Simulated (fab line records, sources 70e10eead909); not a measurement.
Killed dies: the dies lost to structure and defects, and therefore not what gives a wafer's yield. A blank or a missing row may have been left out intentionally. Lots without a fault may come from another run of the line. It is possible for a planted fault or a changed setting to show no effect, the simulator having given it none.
Which tool was responsible? ; flow nand_harc ; 12 lots, 36 wafers sampled, at 6 steps of a route of 1302

== WHAT THE GAUGES READ, wafer by wafer ==
NHARC_A_ONON_D1_THK_MEAS_18: measures by ellipsometry.
lot;measured;on;thk_nm (nm)
L516;day 8 07:59;film_metro-01;1009 1006 1010
L518;day 8 19:38;film_metro-01;987 988 989
L521;day 10 02:26;film_metro-01;1108 1109 1109
L522;day 10 13:51;film_metro-01;1103 1101 1104
L531;day 14 06:20;film_metro-01;998 998 996
L530;day 14 06:20;film_metro-02;1008 1008 1008
L532;day 14 23:41;film_metro-02;1003 1002 1004
L533;day 15 10:05;film_metro-02;1001 1000 1002
L535;day 15 19:19;film_metro-02;994 995 995
L534;day 15 19:19;film_metro-01;1001 998 998
L536;day 16 15:55;film_metro-01;1004 1005 1005
L538;day 17 19:59;film_metro-01;991 991 993

NHARC_END_SORT_01.
lot;measured;on;killed_at_array;killed_at_other;killed_at_periphery;killed_dies;killed_open;killed_short
L531;day 29 22:13;prober-02;49 56 45;1 1 1;7 8 3;57 65 49;4 6 3;6 1 0
L532;day 30 22:38;prober-01;62 71 64;2 3 2;1 4 6;65 78 72;3 5 4;1 2 3

== EACH LOT AND THE TOOL THAT RAN IT (in order: tool; ch and the chambers of the sampled wafers; start) ==
lot;NHARC_P_BONDPAD_ETCH_12;NHARC_P_BONDPAD_STRIP_15;NHARC_P_BONDPAD_PRE_CLEAN_26;NHARC_A_ONON_D1_DEP_16
L516;rie_diel-04 ch 2,3, day 6 18:07 or earlier;rie_diel-03 ch 0,1, day 6 18:07;pvd_sputter-01, day 8 07:29 or earlier;pecvd_onon-04 ch 0, day 8 07:29
L518;rie_diel-03 ch 1,2,3, day 7 05:37 or earlier;rie_diel-04 ch 1,2,3, day 7 05:37;pvd_sputter-02, day 8 19:08 or earlier;pecvd_onon-04 ch 0, day 8 19:08
L521;rie_diel-03 ch 1,2, day 8 14:08 or earlier;rie_diel-03 ch 0,2, day 8 14:08;pvd_sputter-03, day 10 01:59 or earlier;pecvd_onon-01 ch 0, day 10 01:59
L522;rie_diel-04 ch 0,1,3, day 9 00:31 or earlier;rie_diel-04 ch 1,2,3, day 9 00:31;pvd_sputter-01, day 10 13:24 or earlier;pecvd_onon-01 ch 0, day 10 13:24
L531;rie_diel-04 ch 0,1,2, day 12 17:28 or earlier;rie_diel-10 ch 1,2, day 12 17:28;pvd_sputter-03, day 14 05:49 or earlier;pecvd_onon-01 ch 0, day 14 05:49
L530;rie_diel-10 ch 0,1,3, day 12 20:14 or earlier;rie_diel-04 ch 0,2,3, day 12 20:14;pvd_sputter-01, day 14 05:49 or earlier;pecvd_onon-03 ch 0, day 14 05:49
L532;rie_diel-10 ch 1,2,3, day 13 07:11 or earlier;rie_diel-04 ch 0,1,3, day 13 07:11;pvd_sputter-02, day 14 23:10 or earlier;pecvd_onon-01 ch 0, day 14 23:10
L533;rie_diel-10 ch 2,3, day 13 16:05 or earlier;rie_diel-03 ch 0,2,3, day 13 16:05;pvd_sputter-03, day 15 09:35 or earlier;pecvd_onon-01 ch 0, day 15 09:35
L535;rie_diel-03 ch 1,2,3, day 14 07:43 or earlier;rie_diel-03 ch 1,2, day 14 07:43;pvd_sputter-02, day 15 18:49 or earlier;pecvd_onon-03 ch 0, day 15 18:49
L534;rie_diel-10 ch 1,2,3, day 14 08:26 or earlier;rie_diel-03 ch 1,2,3, day 14 08:26;pvd_sputter-03, day 15 18:59 or earlier;pecvd_onon-01 ch 0, day 15 18:59
L536;rie_diel-03 ch 2,3, day 15 04:10 or earlier;rie_diel-10 ch 0,1,3, day 15 04:10;pvd_sputter-03, day 16 15:25 or earlier;pecvd_onon-01 ch 0, day 16 15:25
L538;rie_diel-10 ch 0,3, day 16 06:56 or earlier;rie_diel-03 ch 0,1, day 16 06:56;pvd_sputter-03, day 17 19:31 or earlier;pecvd_onon-01 ch 0, day 17 19:31
- NHARC_P_BONDPAD_ETCH_12: etches the open film in CHF3/O2, target depth 200 nm, time 100 s.
- NHARC_P_BONDPAD_STRIP_15: strips in O2.
- NHARC_P_BONDPAD_PRE_CLEAN_26: time 30 s.
- NHARC_A_ONON_D1_DEP_16: target thk 1000 nm.

== WHAT THE TOOLS THEMSELVES READ (means of the sampled wafers that have a number; where no wafer has one, the mark that the record gives instead) ==
NHARC_P_BONDPAD_ETCH_12.
lot;tool;drypump_motor_current_A (A);oes_product_au (a.u.);rf_vpp_V (V);showerhead_plenum_p_Torr (Torr);throttle_valve_pct (%)
L516;rie_diel-04;6.0;0.980;368.5;2.32;20.574
L518;rie_diel-03;5.6;0.976;369.6;2.38;20.572
L521;rie_diel-03;6.0;0.970;368.2;2.32;20.573
L522;rie_diel-04;5.9;0.977;369.1;2.31;20.576
L531;rie_diel-04;6.0;0.926;368.1;2.30;20.572
L530;rie_diel-10;5.8;0.936;368.9;2.35;20.569
L532;rie_diel-10;5.6;0.928;368.5;2.33;20.571
L533;rie_diel-10;5.5;0.923;368.9;2.31;20.569
L535;rie_diel-03;5.6;0.943;369.2;2.38;20.569
L534;rie_diel-10;5.6;0.929;369.2;2.33;20.578
L536;rie_diel-03;5.8;0.924;369.6;2.35;20.582
L538;rie_diel-10;5.7;0.927;368.6;2.33;20.567

NHARC_P_BONDPAD_STRIP_15.
lot;tool;drypump_motor_current_A (A);oes_product_au (a.u.);rf_vpp_V (V);showerhead_plenum_p_Torr (Torr);throttle_valve_pct (%)
L516;rie_diel-03;4.9;1.011;57.6;3.41;17.035
L518;rie_diel-04;6.1;0.999;56.8;3.37;17.037
L521;rie_diel-03;5.2;1.009;57.4;3.38;17.041
L522;rie_diel-04;6.1;1.002;58.1;3.37;17.044
L531;rie_diel-10;5.7;1.005;57.2;3.45;17.025
L530;rie_diel-04;5.9;1.002;57.7;3.42;17.046
L532;rie_diel-04;6.0;1.000;58.0;3.39;17.039
L533;rie_diel-03;5.3;0.998;57.6;3.46;17.037
L535;rie_diel-03;5.7;0.996;57.6;3.44;17.034
L534;rie_diel-03;5.6;0.993;57.6;3.49;17.040
L536;rie_diel-10;5.8;1.000;56.8;3.45;17.036
L538;rie_diel-03;5.2;1.004;57.6;3.45;17.034

NHARC_P_BONDPAD_PRE_CLEAN_26.
lot;tool;heater_power_w (W)
L516;pvd_sputter-01;455
L518;pvd_sputter-02;441
L521;pvd_sputter-03;376
L522;pvd_sputter-01;413
L531;pvd_sputter-03;369
L530;pvd_sputter-01;398
L532;pvd_sputter-02;462
L533;pvd_sputter-03;399
L535;pvd_sputter-02;424
L534;pvd_sputter-03;379
L536;pvd_sputter-03;377
L538;pvd_sputter-03;383

== THE ANSWER, worked out from the rows above alone ==
Rule: usual is defined by the lots themselves. The widest of any qualifying gaps counts: lots, ordered by their means at a reading, are off when they make up no more than a third of the lots, leave a main group of 4 or more, and stand apart from it by 3 or more times the standard deviation of that group's means. A main group is skipped when, at the precision printed for the reading in the tables above, its means are all equal. A lot without any number at a reading at which 4 lots or more have one is off too. Any other lot the step has rows for is counted as sound. Order of review: gauges by route order, followed by the tools' own readings, for which a lot's mean as printed above is used. At the first step where some lot is off, the reading lying furthest off is the one used; lots without a number count as furthest.
Off: L521, L522, at NHARC_A_ONON_D1_THK_MEAS_18 (thk_nm). The main group has a mean of 1000 nm with a standard deviation of 6.4.
If a tool, at a process step before that reading, ran all the lots that are off and no sound lot after the first of them, it fits. Not tried: the gauges at NHARC_A_ONON_D1_THK_MEAS_18; whatever is off there is also off at NHARC_P_BONDPAD_ETCH_12, on other tools, and gauge error can't account for it. NHARC_P_BONDPAD_ETCH_12 gives no start for some lots, so the hours and the order of its lots are those of NHARC_P_BONDPAD_STRIP_15. NHARC_P_BONDPAD_PRE_CLEAN_26 gives no start for some lots, so the hours and the order of its lots are those of NHARC_A_ONON_D1_DEP_16. No candidate that was tried fits.

== WHAT THE SIMULATOR PUT IN ==
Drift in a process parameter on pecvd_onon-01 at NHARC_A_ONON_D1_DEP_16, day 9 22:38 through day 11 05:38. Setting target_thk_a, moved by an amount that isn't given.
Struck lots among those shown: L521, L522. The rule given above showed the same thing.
